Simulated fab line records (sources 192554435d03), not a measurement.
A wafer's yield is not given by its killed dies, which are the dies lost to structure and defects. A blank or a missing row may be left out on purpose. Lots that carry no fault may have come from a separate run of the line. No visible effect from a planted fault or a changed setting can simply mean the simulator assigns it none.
fab line records | flow n5-finfet
[record] lots = 7 wafers = 18 last-day = 17
route steps=1938 shown BEOL_M5@1118
lots that met no fault: taken from a fault-free run of the same line
start-h: hours from the record's first day to the start of the lot's first wafer shown | wait-h: hours elapsed since this lot's preceding step | " same as the row above | L1.1+2: a single row standing in for several wafers | - no value, or no start given | * or withheld: withheld | < > ~ a bound
route shown NAME@n: names a module that has steps shown in the file, with the first one's number in the route | usual: the fault-free wafers' mean and standard deviation | same: alike in all rows | chamber/n: place in a boat | sites: each site's reading | _std_site: how widely they spread, as a standard deviation | _edge_site: outer sites' mean less inner sites' | radius-mm: for every site, how far away it sits from the centre of the wafer | mask NAME#n: copy n | behind: the last tool/chamber to shape the wafer | hold: cause of the lot's hold/its duration in hours/its outcome | device: transistor that didn't switch, given as n, p or np | end of line: tests of these same wafers at the route's end | a step without rows: its recipe alone | killed: count of dies lost to structure and defects at first sort (not the wafer's yield) | map: the dies of a wafer, with x for killed, . for not killed, _ for no die there
set.NAME: the setting the step ran with; set.NAME@STEP: the setting that earlier step ran with | model.NAME: the simulator's own value behind a step, which no gauge read
certain route steps with their lots: each step a table, each wafer a row
services: from which hour (start-h, from the record's first day; less than 0 if before it) a tool's chamber was out of use, for how many hours, and why
[[steps]]
[step N5_BEOL_M5_COAT_60]
[recipe] resist = SiARC temp-c = 220 time-s = 60 spin-rpm = 1500 resist-thk-nm = 12
[step N5_BEOL_M5_COAT_71]
[recipe] resist = underlayer temp-c = 205 time-s = 60 spin-rpm = 1500 resist-thk-nm = 5
[step N5_BEOL_M5_COAT_05]
[recipe] resist = CAR-EUV spin-rpm = 1500 resist-thk-nm = 30
[step N5_BEOL_M5_EBR_07]
[recipe] solvent = PGMEA ebr-width-mm = 1.5
[step N5_BEOL_M5_SOFTBAKE_06]
[recipe] temp-c = 110 time-s = 60 resist = CAR-EUV
[step N5_BEOL_M5_EXPOSE_08]
[recipe] mask-id = M5 na = 0.33 source-shape = annular sigma-inner = 0.4 sigma-outer = 0.8 polarization = unpolarized target-cd-nm = 28 dose-mj = 35.75
[step N5_BEOL_M5_PEB_09]
[recipe] peb-temp-c = 100 peb-time-s = 60 resist = CAR-EUV
[step N5_BEOL_M5_DEVELOP_10]
[recipe] develop-time-s = 30 developer = TMAH resist = CAR-EUV rinse-liquid = surfactant-rinse dry = air-spin dev-temp-c = 23
[step N5_BEOL_M5_CD_MEAS_11]
[recipe] target-cd-nm = 27.74 landing-energy-ev = 500 detector = se-inlens
[usual] cd-nm = 28.14/0.26
// columns lot.wafer tool chamber start-h wait-h cd-nm
L384.1 cd-sem-02 0 196.38 - 28.42
L384.4 " 0 " " 28.42
L384.5 " 0 " " 28.45
L385.1 cd-sem-01 0 212.42 - 28.15
L385.4 " 0 " " 28.35
L385.6 " 0 " " 28.05
L388.2 cd-sem-01 0 234.93 - 27.92
L388.5 " 0 " " 28.07
L389.1 cd-sem-03 0 242.29 - 27.86
L389.3 " 0 " " 28.07
L394.2 cd-sem-03 0 258.58 - 27.95
L394.5 " 0 " " 28.04
L401.1 cd-sem-02 0 305.34 - 27.52
L401.3 " 0 " " 27.85
L401.4 " 0 " " 28.36
L402.1 cd-sem-02 0 311.13 - 28.24
L402.2 " 0 " " 28.39
L402.3 " 0 " " 28.44
[step N5_BEOL_M5_OVL_MEAS_12]
[recipe] points-per-wafer = 522
[usual] M5_OVL = 0.0/0.82
// columns lot.wafer tool chamber start-h wait-h M5_OVL[nm]
L384.1 overlay-01 0 196.41 0.0 -0.7
L384.4 " 0 " " -0.1
L384.5 " 0 " " 0.5
L385.1 overlay-01 0 212.46 0.0 -0.8
L385.4 " 0 " " -0.3
L385.6 " 0 " " -0.2
L388.2 overlay-01 0 234.97 0.0 -1.1
L388.5 " 0 " " -0.1
L389.1 overlay-02 0 242.32 0.0 0.7
L389.3 " 0 " " 1.2
L394.2 overlay-01 0 258.62 0.0 0.0
L394.5 " 0 " " 0.4
L401.1 overlay-02 0 305.37 0.0 0.4
L401.3 " 0 " " 0.7
L401.4 " 0 " " -1.9
L402.1 overlay-02 0 311.16 0.0 -0.1
L402.2 " 0 " " 0.1
L402.3 " 0 " " -0.4
[step N5_BEOL_M5_INSPECT_13]
[recipe] mode = adi inspect-instrument = brightfield
[usual] raw-defect-count = 479/110
// columns lot.wafer tool chamber start-h wait-h raw-defect-count
L384.1 defect-inspect-01 - 196.47 0.1 502
L384.4 " - " " 451
L384.5 " - " " 466
L385.1 defect-inspect-02 - 212.51 0.1 520
L385.4 " - " " 496
L385.6 " - " " 459
L388.2 defect-inspect-01 - 235.02 0.0 324
L388.5 " - " " 491
L389.1 defect-inspect-01 - 242.38 0.1 510
L389.3 " - " " 417
L394.2 defect-inspect-02 - 258.67 0.0 381
L394.5 " - " " 332
L401.1 defect-inspect-01 - 305.43 0.1 531
L401.3 " - " " 563
L401.4 " - " " 454
L402.1 defect-inspect-01 - 311.22 0.1 411
L402.2 " - " " 496
L402.3 " - " " 380
[step N5_BEOL_M5_DESCUM_16]
[recipe] chemistry = O2 time-s = 7 source-power-w = 50 bias-power-w = 20 pressure-mtorr = 20 rf-frequency-hz = 2.712e+07 temp-c = 40 resist = CAR-EUV o2-flow-sccm = 225
[usual] drypump-motor-current-A = 5.83/0.26 oes-product-au = 0.78/0.093 rf-vpp-V = 243.3/1.3 showerhead-plenum-p-Torr = 2.11/0.062 temp-c = 40.00/0.11 throttle-valve-pct = 20.54/0.23
// columns lot.wafer tool chamber start-h wait-h drypump-motor-current-A oes-product-au rf-hours-counter-h rf-vpp-V showerhead-plenum-p-Torr temp-c throttle-valve-pct
L384.1 rie-diel-06 0 196.93 0.5 5.83 0.68 236 245.1 2.15 39.76 20.83
L384.4 " 2 " " 5.75 0.72 185 243.2 2.16 40.04 20.52
L384.5 " 0 " " 5.83 0.68 - 243.4 2.15 39.97 20.81
L385.1 rie-diel-02 0 212.55 0.0 6.08 0.76 169 241.6 2.09 39.95 20.70
L385.4 " 1 " " 5.90 0.70 219 242.7 2.06 40.19 20.77
L385.6 " 2 " " 5.29 0.77 - 243.1 2.02 40.01 20.32
L388.2 rie-diel-06 0 235.05 0.0 5.84 0.68 249 243.2 2.15 39.98 20.84
L388.5 " 2 " " 5.76 0.71 - 245.0 2.16 39.95 20.53
L389.1 rie-diel-06 1 242.42 0.0 5.94 0.99 1 244.2 2.16 39.97 20.13
L389.3 " 3 " " 6.16 0.79 103 242.1 2.02 40.03 20.59
L394.2 rie-diel-06 2 258.90 0.2 5.76 0.71 206 244.8 2.15 39.89 20.56
L394.5 " 1 " " 5.96 0.96 - 242.8 2.15 40.12 20.15
L401.1 rie-diel-02 2 305.47 0.0 5.34 0.73 189 241.6 2.01 40.11 20.39
L401.3 " 3 " " 5.59 0.93 17 244.0 2.14 39.80 20.28
L401.4 " 2 " " 5.31 0.74 - 241.3 2.01 40.09 20.40
L402.1 rie-diel-02 0 311.26 0.0 6.06 0.72 207 242.9 2.08 39.83 20.76
L402.2 " 3 " " 5.58 0.94 20 243.9 2.14 39.95 20.27
L402.3 " 2 " " 5.31 0.74 191 240.8 2.01 40.03 20.38
[step N5_BEOL_M5_ETCH_72]
[recipe] chemistry = N2/H2 target = underlayer target-depth-a = 65 mask-material = CAR-EUV time-s = 5.2 ion-energy-ev = 200 pressure-mtorr = 30 source-w = 840 bias-w = 150 n2-flow-sccm = 200 h2-flow-sccm = 200 ends = cleared
[usual] drypump-motor-current-A = 5.84/0.26 etch-rf-on-time-s = 5.21/0.092 oes-product-au = 0.66/0.076 rf-vpp-V = 524.3/2.5 showerhead-plenum-p-Torr = 2.56/0.077 throttle-valve-pct = 17.94/0.24
// columns lot.wafer tool chamber start-h wait-h drypump-motor-current-A etch-rf-on-time-s oes-product-au rf-hours-counter-h rf-vpp-V showerhead-plenum-p-Torr throttle-valve-pct
L384.1 rie-diel-06 0 196.97 0.0 5.86 5.23 0.58 236 528.0 2.61 18.14
L384.4 " 2 " " 5.79 5.19 0.63 185 528.0 2.64 18.03
L384.5 " 0 " " 5.84 5.22 0.59 - 525.2 2.61 18.13
L385.1 rie-diel-02 0 212.58 0.0 6.10 5.28 0.64 169 524.6 2.53 18.10
L385.4 " 1 " " 5.92 5.15 0.60 219 523.4 2.50 18.15
L385.6 " 2 " " 5.30 5.18 0.66 - 520.7 2.45 17.76
L388.2 rie-diel-06 0 235.09 0.0 5.82 5.23 0.57 249 526.5 2.60 18.18
L388.5 " 2 " " 5.76 3.39 0.80 - 525.9 2.64 18.07
L389.1 rie-diel-06 1 242.45 0.0 5.96 3.39 1.07 1 525.6 2.61 17.49
L389.3 " 3 " " 6.16 5.35 0.67 103 522.1 2.45 17.99
L394.2 rie-diel-06 2 258.93 0.0 5.76 5.21 0.61 206 527.2 2.63 18.09
L394.5 " 1 " " 5.95 3.41 1.03 - 528.2 2.60 17.47
L401.1 rie-diel-02 2 305.50 0.0 5.31 5.30 0.63 189 518.5 2.43 17.79
L401.3 " 3 " " 5.62 5.20 0.78 17 525.4 2.59 17.67
L401.4 " 2 " " 5.32 5.27 0.62 - 521.4 2.43 17.80
L402.1 rie-diel-02 0 311.29 0.0 6.11 5.42 0.60 207 522.8 2.52 18.15
L402.2 " 3 " " 5.60 5.25 0.79 20 525.7 2.59 17.65
L402.3 " 2 " " 5.30 5.25 0.62 191 522.0 2.43 17.81
[step N5_BEOL_M5_ETCH_61]
[recipe] chemistry = CF4 target = SiARC target-depth-a = 156 mask-material = CAR-EUV time-s = 26 ion-energy-ev = 80 pressure-mtorr = 40 source-w = 545 bias-w = 36 Ar_flow_sccm = 100 cf4-flow-sccm = 100 ends = cleared
[usual] drypump-motor-current-A = 5.83/0.26 etch-rf-on-time-s = 26.0/0.5 oes-product-au = 0.66/0.078 rf-vpp-V = 184.1/1.1 showerhead-plenum-p-Torr = 2.15/0.062 throttle-valve-pct = 15.72/0.26
// columns lot.wafer tool chamber start-h wait-h drypump-motor-current-A etch-rf-on-time-s oes-product-au rf-hours-counter-h rf-vpp-V showerhead-plenum-p-Torr throttle-valve-pct
L384.1 rie-diel-06 0 196.98 0.0 5.82 26.4 0.58 236 183.9 2.20 16.06
L384.4 " 2 " " 5.77 25.8 0.62 185 183.5 2.22 15.80
L384.5 " 0 " " 5.83 26.2 0.58 - 183.4 2.20 16.07
L385.1 rie-diel-02 0 212.60 0.0 6.11 26.5 0.64 169 182.8 2.14 15.86
L385.4 " 1 " " 5.90 25.6 0.60 219 183.5 2.12 15.98
L385.6 " 2 " " 5.31 25.7 0.66 - 182.1 2.06 15.47
L388.2 rie-diel-06 0 235.10 0.0 5.84 26.3 0.58 249 186.0 2.19 16.08
L388.5 " 2 " " 5.79 25.8 0.61 - 183.7 2.22 15.82
L389.1 rie-diel-06 1 242.47 0.0 5.95 25.4 0.84 1 184.0 2.19 15.24
L389.3 " 3 " " 6.15 26.2 0.68 103 184.1 2.08 15.73
L394.2 rie-diel-06 2 258.95 0.0 5.78 25.7 0.62 206 184.6 2.21 15.84
L394.5 " 1 " " 5.94 25.3 0.82 - 184.5 2.19 15.25
L401.1 rie-diel-02 2 305.52 0.0 5.31 25.8 0.64 189 182.5 2.05 15.54
L401.3 " 3 " " 5.62 25.8 0.80 17 184.7 2.19 15.44
L401.4 " 2 " " 5.31 26.1 0.63 - 182.7 2.05 15.53
L402.1 rie-diel-02 0 311.31 0.0 6.08 26.7 0.61 207 183.4 2.13 15.94
L402.2 " 3 " " 5.58 25.9 0.80 20 183.6 2.19 15.43
L402.3 " 2 " " 5.31 26.5 0.63 191 182.9 2.05 15.53
[[services]]
// columns tool chamber start-h hours kind
rie-diel-02 3 220.00 - clean
rie-diel-02 3 220.00 - consumable-replace:focus-ring
rie-diel-02 3 220.00 18.5 scheduled-down
rie-diel-02 3 220.00 18.5 vent-cycle
rie-diel-06 1 227.30 - clean
rie-diel-06 1 227.30 - consumable-replace:focus-ring
rie-diel-06 1 227.30 12.9 scheduled-down
rie-diel-06 1 227.30 12.9 vent-cycle
rie-diel-02 3 240.04 7.0 repair
rie-diel-06 0 240.32 - clean
rie-diel-06 0 240.32 - consumable-replace:focus-ring
rie-diel-06 0 240.32 11.9 scheduled-down
rie-diel-06 0 240.32 11.9 vent-cycle
rie-diel-02 3 286.50 12.4 repair
rie-diel-02 1 298.96 - clean
rie-diel-02 1 298.96 - consumable-replace:focus-ring
rie-diel-02 1 298.96 24.0 scheduled-down
rie-diel-02 1 298.96 24.0 vent-cycle
[[key]]
[first-sign] step = N5_BEOL_M5_ETCH_72 reading = etch-rf-on-time-s direction = down sigmas = 20 usual = * struck = *
[effect] step = N5_BEOL_M5_ETCH_72 reading = oes-product-au direction = up sigmas = 4 usual = 0.66 struck = 0.97
met-at N5_BEOL_M5_ETCH_72
struck-wafers L388.5,L389.1,L394.5
onset-between 196.97 235.09
[fault] kind = process-parameter-drift tool = rie-diel-06 chamber = - onset-h = 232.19 steps = N5_BEOL_M5_ETCH_72 channel = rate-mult offset = 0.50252 shape = step end-h = 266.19 scope = struck-wafers-only
